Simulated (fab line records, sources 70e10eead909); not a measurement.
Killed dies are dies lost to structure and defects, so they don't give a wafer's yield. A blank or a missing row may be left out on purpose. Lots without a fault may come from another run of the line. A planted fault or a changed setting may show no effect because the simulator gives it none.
fab line records | flow nand_harc
record lots=6 wafers=17 last_day=24
route steps=1159 shown A_ONON_D1@424
lots that met no fault: from a run of the same line without faults
start_h: hours from the record's first day to the start of the lot's first wafer shown | wait_h: hours since the lot's step before | " the same as in the row above | L1.1+2: a row that stands for several wafers | - no value, or no start given | * or withheld: withheld | < > ~ a bound
route shown NAME@n: a module of which the file shows steps, and the number in the route of the first | usual: mean/standard deviation of fault-free wafers | same: alike in all rows | chamber/n: place in a boat | sites: the reading at each site | _std_site: their standard deviation | _edge_site: outer sites' mean less inner sites' | radius_mm: how far each site lies from the wafer's centre | mask NAME#n: copy n | behind: the tool/chamber that last shaped the wafer | hold: why the lot was held/for how many hours/how that ended | device: the transistor (n, p or np) that didn't switch | end of line: the same wafers' tests at the end of the route | a step without rows: its recipe alone | killed: dies lost to structure and defects at the first sort, not the wafer's yield | map: a wafer's dies, x killed, . not, _ none there
set.NAME: the setting as run; set.NAME@STEP: as run at that earlier step | model.NAME: the simulator's own value behind a step, which no gauge read
lots at some steps of the route; a table a step, a row a wafer
services: from which hour (start_h, from the record's first day; less than 0 if before it) a tool's chamber was out of use, for how many hours, and why
## steps
# step NHARC_A_ONON_D1_DEP_00
# recipe target_thk_a=10000 n2_flow_sccm=2750 n2o_flow_sccm=2000 nh3_flow_sccm=500 sih4_flow_sccm=210 temp_c=400
# step NHARC_A_ONON_D1_THK_MEAS_02
# recipe thk_meas_gauge=ellipsometry
# usual thk_nm=1001/10
# columns lot.wafer tool chamber start_h wait_h thk_nm
L691.2 film_metro-02 - 164.29 - 1011
L691.3 " - " " 1011
L691.5 " - " " 1010
L692.1 film_metro-02 - 164.44 - 996
L692.3 " - " " 994
L692.4 " - " " 995
L701.2 film_metro-02 - 230.48 - 1008
L701.5 " - " " 1007
L701.6 " - " " 1007
L702.1 film_metro-02 - 234.02 - 998
L702.4 " - " " 999
L711.1 film_metro-02 - 284.76 - 1014
L711.4 " - " " 1014
L711.6 " - " " 1014
L712.2 film_metro-02 - 284.81 - 991
L712.5 " - " " 991
L712.6 " - " " 991
# step NHARC_A_ONON_D1_DEP_03
# recipe target_thk_a=10000 n2_flow_sccm=2750 n2o_flow_sccm=2000 nh3_flow_sccm=500 sih4_flow_sccm=210 temp_c=400
# step NHARC_A_ONON_D1_THK_MEAS_05
# recipe thk_meas_gauge=ellipsometry
# usual thk_nm=1003/9.8
# columns lot.wafer tool chamber start_h wait_h thk_nm
L691.2 film_metro-02 - 165.34 - 1001
L691.3 " - " " 1001
L691.5 " - " " 997
L692.1 film_metro-01 - 165.50 - 1009
L692.3 " - " " 1007
L692.4 " - " " 1009
L701.2 film_metro-02 - 231.05 - 1006
L701.5 " - " " 1008
L701.6 " - " " 1006
L702.1 film_metro-02 - 234.58 - 1008
L702.4 " - " " 1009
L711.1 film_metro-02 - 285.33 - 991
L711.4 " - " " 994
L711.6 " - " " 994
L712.2 film_metro-02 - 285.46 - 1007
L712.5 " - " " 1008
L712.6 " - " " 1007
# step NHARC_A_ONON_D1_DEP_06
# recipe target_thk_a=10000 n2_flow_sccm=2750 n2o_flow_sccm=2000 nh3_flow_sccm=500 sih4_flow_sccm=210 temp_c=400
# step NHARC_A_ONON_D1_THK_MEAS_08
# recipe thk_meas_gauge=ellipsometry
# usual thk_nm=998/9.6
# columns lot.wafer tool chamber start_h wait_h thk_nm
L691.2 film_metro-01 - 166.38 - 987
L691.3 " - " " 988
L691.5 " - " " 987
L692.1 film_metro-01 - 166.51 - 1002
L692.3 " - " " 1004
L692.4 " - " " 1005
L701.2 film_metro-02 - 231.61 - 1010
L701.5 " - " " 1008
L701.6 " - " " 1012
L702.1 film_metro-01 - 235.14 - 1005
L702.4 " - " " 1005
L711.1 film_metro-02 - 285.90 - 1006
L711.4 " - " " 1006
L711.6 " - " " 1009
L712.2 film_metro-02 - 286.04 - 988
L712.5 " - " " 989
L712.6 " - " " 990
# step NHARC_A_ONON_D1_DEP_09
# recipe target_thk_a=10000 n2_flow_sccm=2750 n2o_flow_sccm=2000 nh3_flow_sccm=500 sih4_flow_sccm=210 temp_c=400
# step NHARC_A_ONON_D1_THK_MEAS_11
# recipe thk_meas_gauge=ellipsometry
# usual thk_nm=1002/9.6
# columns lot.wafer tool chamber start_h wait_h thk_nm
L691.2 film_metro-01 - 166.95 - 1005
L691.3 " - " " 1002
L691.5 " - " " 1002
L692.1 film_metro-01 - 167.08 - 1020
L692.3 " - " " 1021
L692.4 " - " " 1019
L701.2 film_metro-02 - 232.18 - 998
L701.5 " - " " 996
L701.6 " - " " 996
L702.1 film_metro-01 - 235.74 - 998
L702.4 " - " " 1000
L711.1 film_metro-02 - 286.47 - 1002
L711.4 " - " " 1004
L711.6 " - " " 1004
L712.2 film_metro-02 - 286.60 - 1012
L712.5 " - " " 1012
L712.6 " - " " 1013
# step NHARC_A_ONON_D1_DEP_12
# recipe target_thk_a=10000 n2_flow_sccm=2750 n2o_flow_sccm=2000 nh3_flow_sccm=500 sih4_flow_sccm=210 temp_c=400
# step NHARC_A_ONON_D1_THK_MEAS_14
# recipe thk_meas_gauge=ellipsometry
# usual thk_nm=1000/9.3
# columns lot.wafer tool chamber start_h wait_h thk_nm
L691.2 film_metro-01 - 167.51 - 1003
L691.3 " - " " 1002
L691.5 " - " " 1002
L692.1 film_metro-01 - 167.64 - 1008
L692.3 " - " " 1010
L692.4 " - " " 1009
L701.2 film_metro-01 - 232.74 - 987
L701.5 " - " " 989
L701.6 " - " " 988
L702.1 film_metro-02 - 236.30 - 1006
L702.4 " - " " 1007
L711.1 film_metro-01 - 287.03 - 1011
L711.4 " - " " 1011
L711.6 " - " " 1010
L712.2 film_metro-01 - 287.17 - 1015
L712.5 " - " " 1014
L712.6 " - " " 1014
# step NHARC_A_ONON_D1_ANNEAL_15
# recipe temp_c=750 time_s=3600
# step NHARC_A_ONON_D1_DEP_16
# recipe target_thk_a=10000 n2_flow_sccm=2750 n2o_flow_sccm=2000 nh3_flow_sccm=500 sih4_flow_sccm=210 temp_c=400
# usual n2_flow_sccm=2750/6
# columns lot.wafer tool chamber start_h wait_h n2_flow_sccm
L692.1 pecvd_onon-02 0 175.18 0.1 2747
L692.3 " 0 " " 2747
L692.4 " 0 " " 2748
L691.2 pecvd_onon-03 0 175.24 0.1 2743
L691.3 " 0 " " 2749
L691.5 " 0 " " 2740
L701.2 pecvd_onon-02 0 242.94 0.3 2747
L701.5 " 0 " " 2756
L701.6 " 0 " " 2753
L702.1 pecvd_onon-02 0 243.24 0.6 2748
L702.4 " 0 " " 2751
L711.1 pecvd_onon-03 0 293.62 0.1 2749
L711.4 " 0 " " 2753
L711.6 " 0 " " 2751
L712.2 pecvd_onon-04 0 293.68 0.1 2745
L712.5 " 0 " " 2752
L712.6 " 0 " " 2747
# step NHARC_A_ONON_D1_THK_MEAS_18
# recipe thk_meas_gauge=ellipsometry
# usual thk_nm=1002/13
# columns lot.wafer tool chamber start_h wait_h hold thk_nm
L691.2 film_metro-02 - 175.69 - - 985
L691.3 " - " " - 986
L691.5 " - " " - 985
L692.1 film_metro-02 - 175.69 - - 995
L692.3 " - " " - 994
L692.4 " - " " - 998
L701.2 film_metro-02 - 243.40 - await_dispo/0.2h/release 1004
L701.5 " - " " await_dispo/0.2h/release 1784
L701.6 " - " " await_dispo/0.2h/release 1007
L701.2 film_metro-02 - 243.57 0.2 - 1006
L701.5 " - " " - 1785
L701.6 " - " " - 1006
L702.1 film_metro-02 - 243.75 - await_dispo/0.2h/release 978
L702.4 " - " " await_dispo/0.2h/release 1758
L702.1 film_metro-02 - 243.92 0.2 - 980
L702.4 " - " " - 1758
L712.2 film_metro-01 - 294.13 - - 1017
L712.5 " - " " - 1019
L712.6 " - " " - 1017
L711.1 film_metro-02 - 294.13 - - 1003
L711.4 " - " " - 1002
L711.6 " - " " - 1004
## services
# columns tool chamber start_h hours kind
pecvd_onon-03 - 153.00 13.0 pm
pecvd_onon-04 - 237.00 13.0 pm
pecvd_onon-02 - 292.21 13.0 pm
## key
first_sign step=NHARC_A_ONON_D1_THK_MEAS_18 reading=visit direction=added
effect step=NHARC_A_ONON_D1_THK_MEAS_18 reading=thk_nm direction=up sigmas=61 usual=1002 struck=1771
met_at NHARC_A_ONON_D1_DEP_16
struck_wafers L701.5,L702.4
later_rows_left_out L701.5,L702.4
sort_left_out L701.5,L702.4
tester_left_out L701,L702
onset_between 175.18 242.94
fault kind=process_parameter_drift tool=pecvd_onon-02 chamber=- onset_h=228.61 steps=NHARC_A_ONON_D1_DEP_16 channel=target_thk_a offset=* shape=step end_h=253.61 scope=struck_wafers_only acts_in=* stated=*
# tester_left_out: of these lots the tester's yield and bins aren't shown, on N5 and GAA mostly nor the transistor test; their killed dies are dies lost to structure and defects alone, not to doping, threshold or leakage, so they don't give the yield
# sort_left_out: the simulated sort isn't trusted on such a fault, so these wafers' sort isn't shown, and their yield isn't known
# later_rows_left_out: the simulator's readings of these wafers behind a module that went badly wrong aren't trusted and aren't shown, but for the sort
